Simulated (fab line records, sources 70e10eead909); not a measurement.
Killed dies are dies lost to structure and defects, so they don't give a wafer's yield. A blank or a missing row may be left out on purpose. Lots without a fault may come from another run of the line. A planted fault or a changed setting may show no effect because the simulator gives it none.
Which tool did it? | flow nand_harc | 24 lots, 72 wafers sampled, at 3 steps of a route of 1159

WHAT THE GAUGES READ, wafer by wafer
NHARC_P_M2_CD_MEAS_09: target cd 170 nm. Usual: cd_nm 170.2 nm, standard deviation 0.48.
lot  | measured     | on        | cd_nm (nm)        | flag
L075 | day 6 15:04  | cd_sem-03 | 170.1 170.1 171.0 |
L074 | day 6 15:38  | cd_sem-01 | 169.5 169.8 169.8 |
L076 | day 6 16:16  | cd_sem-01 | 169.7 169.7 169.4 |
L077 | day 6 22:30  | cd_sem-01 | 170.5 170.9 170.8 |
L078 | day 7 10:42  | cd_sem-02 | 170.5 170.2 170.3 |
L079 | day 7 16:04  | cd_sem-03 | 170.0 169.6 170.6 |
L080 | day 7 18:59  | cd_sem-01 | 169.8 169.4 169.9 |
L081 | day 7 21:29  | cd_sem-01 | 170.5 170.6 170.7 |
L082 | day 8 03:58  | cd_sem-03 | 170.7 170.4 170.1 |
L083 | day 8 16:19  | cd_sem-03 | 170.0 170.1 170.3 |
L084 | day 8 16:50  | cd_sem-01 | 170.7 170.5 170.4 |
L088 | day 9 10:58  | cd_sem-03 | 170.9 170.9 170.4 |
L087 | day 9 14:06  | cd_sem-02 | 169.8 170.2 170.2 |
L085 | day 9 14:41  | cd_sem-02 | 170.3 170.0 170.4 |
L086 | day 10 04:12 | cd_sem-03 | 171.0 170.5 170.3 |
L090 | day 10 05:22 | cd_sem-01 | 169.9 169.6 169.4 |
L089 | day 10 06:12 | cd_sem-03 | 170.7 171.0 170.3 |
L091 | day 10 14:02 | cd_sem-03 | 170.1 169.7 169.3 |
L094 | day 10 20:42 | cd_sem-03 | 170.8 170.1 170.0 |
L092 | day 10 21:16 | cd_sem-03 | 170.4 169.8 169.9 |
L093 | day 10 22:53 | cd_sem-03 | 170.3 169.7 170.9 |
L095 | day 11 12:22 | cd_sem-02 | 170.4 170.2 170.3 |
L097 | day 11 15:23 | cd_sem-03 | 170.1 170.3 170.3 |
L096 | day 11 20:31 | cd_sem-03 | 170.8 171.1 170.5 |

WHICH TOOL RAN EACH LOT (tool, then ch and the chambers of the sampled wafers, then the start)
lot  | NHARC_P_M1_STRIP_18                | NHARC_P_M1_DEGAS_29
L075 | rie_diel-10 ch 0,2,3, day 6 11:23  | pvd_sputter-03, day 6 11:58
L074 | rie_diel-10 ch 1,2, day 6 12:01    | pvd_sputter-01, day 6 12:41
L076 | rie_diel-10 ch 0,1,2, day 6 12:41  | pvd_sputter-03, day 6 13:19
L077 | rie_diel-08 ch 1,2,3, day 6 18:53  | pvd_sputter-02, day 6 19:31
L078 | rie_diel-10 ch 1,2,3, day 7 07:07  | pvd_sputter-02, day 7 07:44
L079 | rie_diel-03 ch 0,2,3, day 7 12:30  | pvd_sputter-02, day 7 13:09
L080 | rie_diel-08 ch 1,3, day 7 15:24    | pvd_sputter-02, day 7 16:01
L081 | rie_diel-10 ch 0,1, day 7 17:52    | pvd_sputter-01, day 7 18:32
L082 | rie_diel-10 ch 1,2,3, day 8 00:20  | pvd_sputter-01, day 8 00:59
L083 | rie_diel-08 ch 0,1,2, day 8 12:52  | pvd_sputter-01, day 8 13:29
L084 | rie_diel-03 ch 0,1,2, day 8 13:06  | pvd_sputter-03, day 8 13:43
L088 | rie_diel-10 ch 0,1,2, day 9 07:16  | pvd_sputter-03, day 9 07:51
L087 | rie_diel-10 ch 0,2,3, day 9 10:32  | pvd_sputter-01, day 9 11:10
L085 | rie_diel-10 ch 0,2,3, day 9 11:17  | pvd_sputter-02, day 9 11:52
L086 | rie_diel-08 ch 0,1, day 10 00:34   | pvd_sputter-01, day 10 01:14
L090 | rie_diel-08 ch 2,3, day 10 01:46   | pvd_sputter-03, day 10 02:25
L089 | rie_diel-08 ch 1,2,3, day 10 02:44 | pvd_sputter-01, day 10 03:22
L091 | rie_diel-08 ch 0,1,3, day 10 10:31 | pvd_sputter-03, day 10 11:06
L094 | rie_diel-03 ch 0,2,3, day 10 16:59 | pvd_sputter-02, day 10 17:36
L092 | rie_diel-08 ch 1,3, day 10 17:35   | pvd_sputter-01, day 10 18:19
L093 | rie_diel-03 ch 0,1,3, day 10 19:20 | pvd_sputter-03, day 10 19:56
L095 | rie_diel-10 ch 0,3, day 11 08:47   | pvd_sputter-01, day 11 09:25
L097 | rie_diel-08 ch 0,2,3, day 11 11:53 | pvd_sputter-02, day 11 12:31
L096 | rie_diel-08 ch 0,1,2, day 11 16:48 | pvd_sputter-02, day 11 17:26
- NHARC_P_M1_STRIP_18: strips in N2/H2.
- NHARC_P_M1_DEGAS_29: time 60 s.

WHAT THE TOOLS THEMSELVES READ (means of the sampled wafers that have a number; where no wafer has one, the mark that the record gives instead)
NHARC_P_M1_STRIP_18. Usual: drypump_motor_current_A 5.9 A, standard deviation 0.43; oes_product_au 0.996 a.u., standard deviation 0.0068; rf_vpp_V 90.8 V, standard deviation 0.88; showerhead_plenum_p_Torr 2.05 Torr, standard deviation 0.083; throttle_valve_pct 14.171 %, standard deviation 0.0083.
lot  | tool        | drypump_motor_current_A (A) | oes_product_au (a.u.) | rf_vpp_V (V) | showerhead_plenum_p_Torr (Torr) | throttle_valve_pct (%) | flag
L075 | rie_diel-10 | 5.6                         | 1.002                 | 90.6         | 1.98                            | 14.162                 |
L074 | rie_diel-10 | 5.5                         | 1.001                 | 90.6         | 1.98                            | 14.174                 |
L076 | rie_diel-10 | 5.5                         | 0.997                 | 90.5         | 2.00                            | 14.178                 |
L077 | rie_diel-08 | 6.1                         | 0.998                 | 91.9         | 2.16                            | 14.181                 |
L078 | rie_diel-10 | 5.6                         | 0.999                 | 90.2         | 1.97                            | 14.166                 |
L079 | rie_diel-03 | 5.9                         | 1.007                 | 91.4         | 2.10                            | 14.164                 |
L080 | rie_diel-08 | 6.2                         | 0.995                 | 91.7         | 2.18                            | 14.175                 |
L081 | rie_diel-10 | 5.5                         | 0.998                 | 90.9         | 2.03                            | 14.170                 |
L082 | rie_diel-10 | 5.6                         | 0.997                 | 89.8         | 1.96                            | 14.172                 |
L083 | rie_diel-08 | 6.2                         | 0.989                 | 91.6         | 2.09                            | 14.175                 |
L084 | rie_diel-03 | 5.9                         | 1.001                 | 90.7         | 2.07                            | 14.166                 |
L088 | rie_diel-10 | 5.5                         | 0.990                 | 90.4         | 2.00                            | 14.168                 |
L087 | rie_diel-10 | 5.6                         | 0.997                 | 90.0         | 1.98                            | 14.164                 |
L085 | rie_diel-10 | 5.6                         | 1.005                 | 90.3         | 1.98                            | 14.167                 |
L086 | rie_diel-08 | 6.4                         | 0.991                 | 90.8         | 2.05                            | 14.172                 |
L090 | rie_diel-08 | 5.6                         | 0.987                 | 91.1         | 2.15                            | 14.173                 |
L089 | rie_diel-08 | 6.1                         | 0.989                 | 90.7         | 2.16                            | 14.165                 |
L091 | rie_diel-08 | 6.3                         | 1.000                 | 90.6         | 2.11                            | 14.166                 |
L094 | rie_diel-03 | 5.9                         | 1.004                 | 90.9         | 2.09                            | 14.169                 |
L092 | rie_diel-08 | 6.4                         | 0.994                 | 91.7         | 2.16                            | 14.176                 |
L093 | rie_diel-03 | 6.2                         | 0.994                 | 91.3         | 2.09                            | 14.164                 |
L095 | rie_diel-10 | 5.7                         | 0.996                 | 90.6         | 1.97                            | 14.172                 |
L097 | rie_diel-08 | 6.0                         | 0.995                 | 91.3         | 2.11                            | 14.174                 |
L096 | rie_diel-08 | 6.2                         | 0.993                 | 90.6         | 2.09                            | 14.172                 |

NHARC_P_M1_DEGAS_29. Usual: heater_power_w 351 W, standard deviation 35.
lot  | tool           | heater_power_w (W) | flag
L075 | pvd_sputter-03 | 316                |
L074 | pvd_sputter-01 | 359                |
L076 | pvd_sputter-03 | 330                |
L077 | pvd_sputter-02 | 365                |
L078 | pvd_sputter-02 | 359                |
L079 | pvd_sputter-02 | 356                |
L080 | pvd_sputter-02 | 313                |
L081 | pvd_sputter-01 | 367                |
L082 | pvd_sputter-01 | 354                |
L083 | pvd_sputter-01 | 376                |
L084 | pvd_sputter-03 | 335                |
L088 | pvd_sputter-03 | 313                |
L087 | pvd_sputter-01 | 352                |
L085 | pvd_sputter-02 | 337                |
L086 | pvd_sputter-01 | 369                |
L090 | pvd_sputter-03 | 326                |
L089 | pvd_sputter-01 | 375                |
L091 | pvd_sputter-03 | 330                |
L094 | pvd_sputter-02 | 351                |
L092 | pvd_sputter-01 | 359                |
L093 | pvd_sputter-03 | 333                |
L095 | pvd_sputter-01 | 372                |
L097 | pvd_sputter-02 | 328                |
L096 | pvd_sputter-02 | 363                |

THE ANSWER, worked out from the rows above alone
Rule: a lot is off if the mean of its wafers that have a number lies more than 3 standard deviations from the usual mean. A lot without any number at a reading at which 4 lots or more have one is off too. The other lots that the step has rows for count as sound. The gauges are gone through in route order, then the tools' own readings, and for those a lot's mean is taken as printed above. The first step at which some lot is off is used, and at that step the reading that is off furthest; a lot without a number counts as furthest.
No lot is off at any reading shown: from this, nothing can be told.

WHAT THE SIMULATOR HAD PUT IN
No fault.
